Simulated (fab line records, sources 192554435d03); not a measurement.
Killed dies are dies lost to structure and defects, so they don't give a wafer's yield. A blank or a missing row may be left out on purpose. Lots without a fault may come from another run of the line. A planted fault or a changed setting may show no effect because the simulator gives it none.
Chamber matching | flow n5_finfet | N5_BEOL_M0_PRE_CLEAN_131 on cvd_co-01: 3 sister chambers
The step time 15 s. 3 wafers are shown with their chamber, then 12 later ones without.

WAFERS WITH THEIR CHAMBER
wafer  | chamber | heater_power_w (W)
L086.6 | 1       | 75
L088.4 | 2       | 64
L088.5 | 0       | 67

WAFERS WITHOUT THEIR CHAMBER
wafer  | heater_power_w (W)
L089.1 | 66
L089.4 | 64
L089.6 | 74
L092.1 | 67
L092.2 | 75
L092.5 | 66
L094.2 | 75
L094.3 | 66
L094.6 | 75
L096.4 | 72
L096.5 | 68
L096.6 | 65

WHICH CHAMBER EACH WENT THROUGH
wafer  | from the rows above     | in truth
L089.1 | can't be placed: 0 or 2 | 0
L089.4 | 2                       | 2
L089.6 | 1                       | 1
L092.1 | 0                       | 0
L092.2 | 1                       | 1
L092.5 | can't be placed: 0 or 2 | 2
L094.2 | 1                       | 1
L094.3 | can't be placed: 0 or 2 | 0
L094.6 | 1                       | 1
L096.4 | can't be placed: 1 or 0 | 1
L096.5 | 0                       | 0
L096.6 | can't be placed: 2 or 0 | 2
Placed correctly: 7 of 12. Can't be placed from these rows: 5 (the true chamber is among the candidates in 5). Placed wrongly: 0.
How it was worked out, from the rows above alone: a wafer's distance from a chamber is the root of the sum, over the readings, of the square of ((its reading less the chamber's mean) divided by the reading's scatter). The wafer belongs to the nearest chamber; if the next one is less than 2 further off, it can't be placed. A chamber's mean is the mean of its shown wafers. The scatter: with one shown wafer a chamber, the root of the mean of the squares of how far each hidden wafer lies from its nearest shown one.
